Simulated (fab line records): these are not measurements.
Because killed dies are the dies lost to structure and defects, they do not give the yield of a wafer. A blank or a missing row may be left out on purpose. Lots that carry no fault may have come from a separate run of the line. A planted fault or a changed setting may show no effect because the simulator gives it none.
fab line records | flow n5Finfet | part 2 of 2: steps 5 to 6 of 6
record: lots: 22 | wafers: 66 | lastDay: 22
route steps=1938 shown DUMMY_GATE@232 SD_EPI_N@274 SD_EPI_P@303
lots with no fault: from the same line, run without faults
startH: hours from the record's first day to the start of the lot's first wafer shown | waitH: how many hours have passed since the lot's step before this one | " unchanged from the row above | L1.1+2: a single row standing in for several wafers | - either no value or no given start | * or withheld: withheld | < > ~ a bound
route shown NAME@n: a module of which the file shows steps, and the number in the route of the first | usual: average and standard deviation across the fault-free wafers | same: alike in all rows | chamber/n: place in a boat | sites: the reading at each site | _std_site: standard deviation of those values | _edge_site: mean of outer sites minus mean of inner sites | radiusMm: for every site, how far away it sits from the centre of the wafer | mask NAME#n: copy n | behind: the most recent tool/chamber to have shaped the wafer | hold: why the lot went on hold/how many hours it stayed there/how the hold came to an end | device: whichever transistor did not switch (one of n, p or np) | end of line: at the end of the route, the tests of the same wafers | step lacking rows: just its recipe | killed: dies lost to structure and defects at the first sort, not the wafer's yield | map: per-die view of a wafer (x killed, . not killed, _ where there is no die)
set.NAME: setting as actually run; set.NAME@STEP: the setting as run at that earlier step | model.NAME: the simulator's own value behind a step, which no gauge read
route steps across a sampled set of lots; one table per step, one row per wafer
services: when a tool's chamber went out of use (startH, in hours from the record's first day, below 0 if earlier), for how many hours, and the reason
== steps ==
step: N5_SD_EPI_N_ETCH_34
recipe: chemistry: CF4 | target: SiARC | targetDepthA: 455 | maskMaterial: CAR-ArF-block | timeS: 75.8 | ionEnergyEv: 80 | pressureMtorr: 40 | sourceW: 545 | biasW: 36 | Ar_flow_sccm: 100 | cf4FlowSccm: 100 | ends: cleared
usual: drypumpMotorCurrentA: 5.8/0.43 | etchRfOnTimeS: 76.1/1 | mfcArSccm: 100.0/0.3 | oesProductAu: 0.65/0.069 | rfVppV: 184.3/1.3 | showerheadPlenumPTorr: 2.16/0.078 | throttleValvePct: 15.71/0.15
lot.wafer | tool       | chamber | startH | waitH | drypumpMotorCurrentA | etchRfOnTimeS | mfcArSccm | oesProductAu | rfHoursCounterH | rfVppV | showerheadPlenumPTorr | throttleValvePct
L074.1    | rieDiel-02 | 3       | 48.77  | 0.0   | 5.6                  | 78.5          | 99.1      | 0.69         | 101             | 184.6  | 2.07                  | 15.67
L074.3    | "          | 0       | "      | "     | 5.6                  | 76.5          | 100.3     | 0.63         | 150             | 182.2  | 2.06                  | 15.53
L074.5    | "          | 1       | "      | "     | 5.8                  | 76.1          | 99.7      | 0.67         | -               | 185.0  | 2.24                  | 15.54
L075.2    | rieDiel-05 | 0       | 54.25  | 0.0   | 6.3                  | 76.5          | 99.7      | 0.60         | 228             | 185.5  | 2.19                  | 15.86
L075.4    | "          | 3       | "      | "     | 6.6                  | 77.0          | 100.4     | 0.64         | 143             | 184.2  | 2.23                  | 15.64
L075.5    | "          | 3       | "      | "     | 6.6                  | 77.9          | 99.9      | 0.63         | -               | 184.7  | 2.23                  | 15.64
L076.4    | rieDiel-05 | 0       | 59.99  | 0.0   | 6.3                  | 76.9          | 100.3     | 0.60         | 230             | 185.9  | 2.19                  | 15.87
L076.5    | "          | 2       | "      | "     | 5.7                  | 74.9          | 99.7      | 0.62         | -               | 184.5  | 2.21                  | 15.91
L076.6    | "          | 3       | "      | "     | 6.5                  | 76.3          | 100.2     | 0.64         | -               | 184.6  | 2.23                  | 15.66
L077.1    | rieDiel-05 | 1       | 67.79  | 0.0   | 5.4                  | 77.8          | 100.3     | 0.59         | 216             | 182.1  | 2.04                  | 15.71
L077.4    | "          | 0       | "      | "     | 6.3                  | 77.6          | 99.8      | 0.60         | 233             | 185.6  | 2.19                  | 15.88
L077.6    | "          | 3       | "      | "     | 6.6                  | 77.7          | 99.6      | 0.62         | -               | 185.2  | 2.23                  | 15.69
L078.4    | rieDiel-02 | 1       | 73.33  | 0.0   | 5.8                  | 75.5          | 99.9      | 0.66         | 130             | 185.1  | 2.23                  | 15.57
L078.5    | "          | 0       | "      | "     | 5.6                  | 76.5          | 100.0     | 0.63         | -               | 184.6  | 2.06                  | 15.54
L078.6    | "          | 3       | "      | "     | 5.6                  | 77.2          | 100.1     | 0.68         | -               | 183.6  | 2.07                  | 15.68
L079.1    | rieDiel-02 | 1       | 78.94  | 0.0   | 5.8                  | 75.1          | 99.9      | 0.66         | 132             | 185.3  | 2.23                  | 15.57
L079.3    | "          | 2       | "      | "     | 5.7                  | 75.9          | 100.5     | 0.72         | 63              | 185.0  | 2.25                  | 15.60
L079.4    | "          | 3       | "      | "     | 5.6                  | 77.9          | 100.2     | 0.67         | 111             | 181.1  | 2.07                  | 15.69
L080.3    | rieDiel-05 | 3       | 84.92  | 0.0   | 6.6                  | 76.1          | 100.0     | 0.63         | 153             | 184.5  | 2.22                  | 15.68
L080.4    | "          | 0       | "      | "     | 6.3                  | 76.1          | 99.8      | 0.60         | 240             | 185.0  | 2.19                  | 15.89
L080.5    | "          | 2       | "      | "     | 5.7                  | 75.3          | 100.6     | 0.62         | -               | 184.9  | 2.21                  | 15.93
L081.1    | rieDiel-02 | 1       | 90.95  | 0.0   | 5.7                  | 75.7          | 100.1     | 0.66         | 135             | 186.0  | 2.23                  | 15.56
L081.2    | "          | 0       | "      | "     | 5.6                  | 76.0          | 100.0     | 0.63         | 164             | 183.7  | 2.06                  | 15.54
L081.4    | "          | 2       | "      | "     | 5.6                  | 74.7          | 99.5      | 0.72         | 66              | 184.8  | 2.25                  | 15.60
L082.1    | rieDiel-02 | 0       | 98.54  | 0.0   | 5.6                  | 75.7          | 100.2     | 0.63         | 166             | 184.5  | 2.06                  | 15.56
L082.3    | "          | 1       | "      | "     | 5.7                  | 75.7          | 100.1     | 0.66         | 137             | 185.5  | 2.23                  | 15.57
L082.6    | "          | 1       | "      | "     | 5.7                  | 75.7          | 100.6     | 0.66         | -               | 183.8  | 2.23                  | 15.57
L083.2    | rieDiel-05 | 0       | 108.44 | 0.0   | 6.3                  | 77.6          | 99.9      | 0.58         | 248             | 184.9  | 2.19                  | 15.92
L083.3    | "          | 1       | "      | "     | 5.4                  | 78.1          | 100.2     | 0.57         | 231             | 183.0  | 2.03                  | 15.75
L083.4    | "          | 3       | "      | "     | 6.6                  | 77.5          | 100.2     | 0.62         | 162             | 184.5  | 2.22                  | 15.70
L084.4    | rieDiel-04 | 3       | 110.46 | 0.0   | 5.1                  | 75.7          | 100.3     | 0.61         | 209             | 186.5  | 2.20                  | 15.78
L084.5    | "          | 1       | "      | "     | 5.6                  | 74.5          | 99.9      | 0.81         | -               | 185.1  | 2.10                  | 15.62
L084.6    | "          | 0       | "      | "     | 6.1                  | 75.5          | 99.9      | 0.59         | -               | 182.9  | 2.03                  | 15.86
L086.3    | rieDiel-02 | 1       | 123.30 | 0.0   | 5.7                  | 74.8          | 99.8      | 0.66         | 146             | 185.0  | 2.23                  | 15.59
L086.5    | "          | 2       | "      | "     | 5.7                  | 73.8          | 99.9      | 0.71         | -               | 185.8  | 2.25                  | 15.62
L086.6    | "          | 1       | "      | "     | 5.7                  | 74.9          | 99.9      | 0.65         | -               | 184.9  | 2.23                  | 15.57
L087.2    | rieDiel-05 | 2       | 128.89 | 0.0   | 5.7                  | 76.1          | 99.5      | 0.60         | 206             | 185.3  | 2.20                  | 15.97
L087.4    | "          | 2       | "      | "     | 5.8                  | 75.9          | 99.7      | 0.61         | -               | 184.5  | 2.20                  | 15.97
L087.6    | "          | 2       | "      | "     | 5.8                  | 76.1          | 99.8      | 0.60         | -               | 185.5  | 2.20                  | 15.97
L088.2    | rieDiel-04 | 2       | 133.71 | 0.0   | 5.2                  | 75.9          | 100.0     | 0.62         | 194             | 183.3  | 2.13                  | 15.72
L088.5    | "          | 0       | "      | "     | 6.1                  | 76.2          | 100.1     | 0.58         | -               | 184.4  | 2.03                  | 15.88
L088.6    | "          | 1       | "      | "     | 5.6                  | 76.5          | 100.3     | 0.79         | -               | 183.7  | 2.09                  | 15.63
L089.1    | rieDiel-04 | 1       | 138.92 | 0.0   | 5.6                  | 75.9          | 99.9      | 0.79         | 26              | 183.5  | 2.09                  | 15.63
L089.2    | "          | 2       | "      | "     | 5.2                  | 76.1          | 99.9      | 0.61         | 195             | 184.6  | 2.13                  | 15.75
L089.3    | "          | 0       | "      | "     | 6.1                  | 75.9          | 100.0     | 0.58         | 244             | 183.3  | 2.03                  | 15.87
L090.3    | rieDiel-04 | 3       | 144.53 | 0.0   | 5.1                  | 75.8          | 99.7      | 0.61         | 221             | 182.9  | 2.20                  | 15.76
L090.5    | "          | 0       | "      | "     | 6.1                  | 76.0          | 99.8      | 0.58         | -               | 182.8  | 2.03                  | 15.87
L090.6    | "          | 3       | "      | "     | 5.1                  | 76.0          | 99.6      | 0.61         | -               | 183.2  | 2.20                  | 15.80
L091.1    | rieDiel-04 | 3       | 151.29 | 0.0   | 5.1                  | 76.3          | 100.1     | 0.60         | 223             | 183.7  | 2.20                  | 15.79
L091.2    | "          | 2       | "      | "     | 5.2                  | 76.6          | 100.0     | 0.60         | 199             | 183.5  | 2.13                  | 15.76
L091.3    | "          | 0       | "      | "     | 6.1                  | 75.5          | 99.5      | 0.58         | 249             | 182.4  | 2.03                  | 15.88
L092.1    | rieDiel-05 | 2       | 156.76 | 0.0   | 5.8                  | 74.7          | 100.2     | 0.60         | 216             | 183.7  | 2.20                  | 16.00
L092.2    | "          | 3       | "      | "     | 6.6                  | 76.3          | 100.0     | 0.61         | 183             | 185.7  | 2.21                  | 15.72
L092.5    | "          | 1       | "      | "     | 5.4                  | 77.0          | 99.6      | 0.57         | -               | 180.6  | 2.03                  | 15.76
L093.1    | rieDiel-05 | 3       | 161.73 | 0.0   | 6.6                  | 78.3          | 100.3     | 0.60         | 185             | 185.3  | 2.21                  | 15.74
L093.4    | "          | 0       | "      | "     | 6.3                  | 77.4          | 99.8      | 0.79         | -               | 185.0  | 2.18                  | 15.44
L093.5    | "          | 3       | "      | "     | 6.6                  | 77.1          | 100.1     | 0.60         | -               | 185.7  | 2.21                  | 15.76
L094.1    | rieDiel-05 | 3       | 168.40 | 0.0   | 6.6                  | 75.7          | 100.5     | 0.61         | 188             | 185.7  | 2.21                  | 15.74
L094.5    | "          | 0       | "      | "     | 6.3                  | 74.9          | 99.9      | 0.80         | -               | 184.7  | 2.18                  | 15.45
L094.6    | "          | 3       | "      | "     | 6.6                  | 75.6          | 99.8      | 0.61         | -               | 186.1  | 2.21                  | 15.75
L095.4    | rieDiel-02 | 0       | 173.89 | 0.0   | 5.6                  | 76.3          | 99.7      | 0.61         | 190             | 181.3  | 2.05                  | 15.62
L095.5    | "          | 0       | "      | "     | 5.6                  | 75.8          | 99.7      | 0.62         | -               | 183.4  | 2.05                  | 15.61
L095.6    | "          | 3       | "      | "     | 5.6                  | 78.1          | 99.9      | 0.65         | -               | 183.7  | 2.06                  | 15.78
L096.3    | rieDiel-05 | 2       | 181.83 | 0.0   | 5.8                  | 76.0          | 99.6      | 0.60         | 226             | 185.5  | 2.20                  | 16.00
L096.4    | "          | 1       | "      | "     | 5.4                  | 75.9          | 100.1     | 0.82         | 2               | 185.3  | 2.28                  | 15.28
L096.6    | "          | 3       | "      | "     | 6.6                  | 76.5          | 99.9      | 0.61         | -               | 183.8  | 2.21                  | 15.77
step: N5_SD_EPI_P_CD_MEAS_09
recipe: targetCdNm: 240 | landingEnergyEv: 500 | detector: seInlens
usual: cdNm: 239.8/0.7
lot.wafer | tool     | chamber | startH | waitH | cdNm
L074.1    | cdSem-01 | 0       | 53.82  | -     | 240.1
L074.3    | "        | 0       | "      | "     | 240.3
L074.5    | "        | 0       | "      | "     | 240.0
L075.2    | cdSem-01 | 0       | 64.21  | -     | 240.2
L075.4    | "        | 0       | "      | "     | 239.3
L075.5    | "        | 0       | "      | "     | 239.5
L076.4    | cdSem-03 | 0       | 65.21  | -     | 240.8
L076.5    | "        | 0       | "      | "     | 240.5
L076.6    | "        | 0       | "      | "     | 240.1
L077.1    | cdSem-03 | 0       | 72.10  | -     | 240.7
L077.4    | "        | 0       | "      | "     | 240.0
L077.6    | "        | 0       | "      | "     | 240.7
L078.4    | cdSem-03 | 0       | 78.40  | -     | 240.7
L078.5    | "        | 0       | "      | "     | 241.3
L078.6    | "        | 0       | "      | "     | 240.1
L079.1    | cdSem-02 | 0       | 84.03  | -     | 240.0
L079.3    | "        | 0       | "      | "     | 239.3
L079.4    | "        | 0       | "      | "     | 239.8
L080.3    | cdSem-01 | 0       | 89.85  | -     | 241.2
L080.4    | "        | 0       | "      | "     | 239.8
L080.5    | "        | 0       | "      | "     | 240.2
L081.1    | cdSem-03 | 0       | 96.07  | -     | 240.2
L081.2    | "        | 0       | "      | "     | 239.6
L081.4    | "        | 0       | "      | "     | 239.7
L082.1    | cdSem-03 | 0       | 103.46 | -     | 239.2
L082.3    | "        | 0       | "      | "     | 239.7
L082.6    | "        | 0       | "      | "     | 240.0
L083.2    | cdSem-01 | 0       | 112.94 | -     | 240.0
L083.3    | "        | 0       | "      | "     | 239.9
L083.4    | "        | 0       | "      | "     | 240.5
L084.4    | cdSem-01 | 0       | 115.39 | -     | 240.5
L084.5    | "        | 0       | "      | "     | 239.9
L084.6    | "        | 0       | "      | "     | 240.5
L086.3    | cdSem-01 | 0       | 127.73 | -     | 238.8
L086.5    | "        | 0       | "      | "     | 239.5
L086.6    | "        | 0       | "      | "     | 239.9
L087.2    | cdSem-02 | 0       | 133.59 | -     | 239.7
L087.4    | "        | 0       | "      | "     | 239.4
L087.6    | "        | 0       | "      | "     | 239.3
L088.2    | cdSem-03 | 0       | 138.37 | -     | 240.2
L088.5    | "        | 0       | "      | "     | 240.3
L088.6    | "        | 0       | "      | "     | 239.7
L089.1    | cdSem-02 | 0       | 144.38 | -     | 240.1
L089.2    | "        | 0       | "      | "     | 238.8
L089.3    | "        | 0       | "      | "     | 239.3
L090.3    | cdSem-02 | 0       | 148.74 | -     | 240.2
L090.5    | "        | 0       | "      | "     | 238.8
L090.6    | "        | 0       | "      | "     | 239.3
L091.1    | cdSem-03 | 0       | 155.63 | -     | 238.9
L091.2    | "        | 0       | "      | "     | 238.7
L091.3    | "        | 0       | "      | "     | 238.5
L092.1    | cdSem-01 | 0       | 161.53 | -     | 239.0
L092.2    | "        | 0       | "      | "     | 239.8
L092.5    | "        | 0       | "      | "     | 240.3
L093.1    | cdSem-03 | 0       | 166.31 | -     | 239.7
L093.4    | "        | 0       | "      | "     | 239.5
L093.5    | "        | 0       | "      | "     | 239.9
L094.1    | cdSem-03 | 0       | 173.47 | -     | 238.5
L094.5    | "        | 0       | "      | "     | 238.6
L094.6    | "        | 0       | "      | "     | 237.8
L095.4    | cdSem-03 | 0       | 180.34 | -     | 241.6
L095.5    | "        | 0       | "      | "     | 240.1
L095.6    | "        | 0       | "      | "     | 240.8
L096.3    | cdSem-03 | 0       | 187.18 | -     | 240.0
L096.4    | "        | 0       | "      | "     | 239.8
L096.6    | "        | 0       | "      | "     | 239.8
== services ==
tool       | chamber | startH | hours | kind
rieDiel-06 | -       | 25.45  | 0.3   | repair
rieSi-02   | 2       | 34.85  | 9.6   | repair
rieDiel-01 | 1       | 48.99  | 5.8   | repair
rieSi-02   | 1       | 70.28  | 20.1  | repair
rieDiel-01 | 3       | 77.62  | -     | clean
rieDiel-01 | 3       | 77.62  | -     | consumableReplace:focusRing
rieDiel-01 | 3       | 77.62  | 17.9  | scheduledDown
rieDiel-01 | 3       | 77.62  | 17.9  | ventCycle
rieDiel-04 | 3       | 81.15  | 6.9   | repair
rieDiel-03 | -       | 82.64  | 0.7   | repair
rieSi-04   | 2       | 86.80  | 6.4   | repair
rieSi-06   | 0       | 89.30  | 10.1  | repair
rieSi-06   | 3       | 95.45  | 8.2   | repair
rieSi-04   | 3       | 102.90 | 8.9   | repair
rieDiel-03 | 3       | 106.94 | 1.8   | repair
rieDiel-06 | 1       | 123.02 | -     | clean
rieDiel-06 | 1       | 123.02 | -     | consumableReplace:focusRing
rieDiel-06 | 1       | 123.02 | 17.3  | scheduledDown
rieDiel-03 | 0       | 125.34 | 6.0   | repair
rieDiel-05 | 1       | 126.71 | 2.8   | repair
rieDiel-05 | 2       | 144.20 | 3.8   | repair
rieDiel-01 | 2       | 154.65 | 6.9   | repair
rieDiel-05 | -       | 172.97 | 2.8   | pm
rieSi-06   | 0       | 180.07 | 11.6  | repair
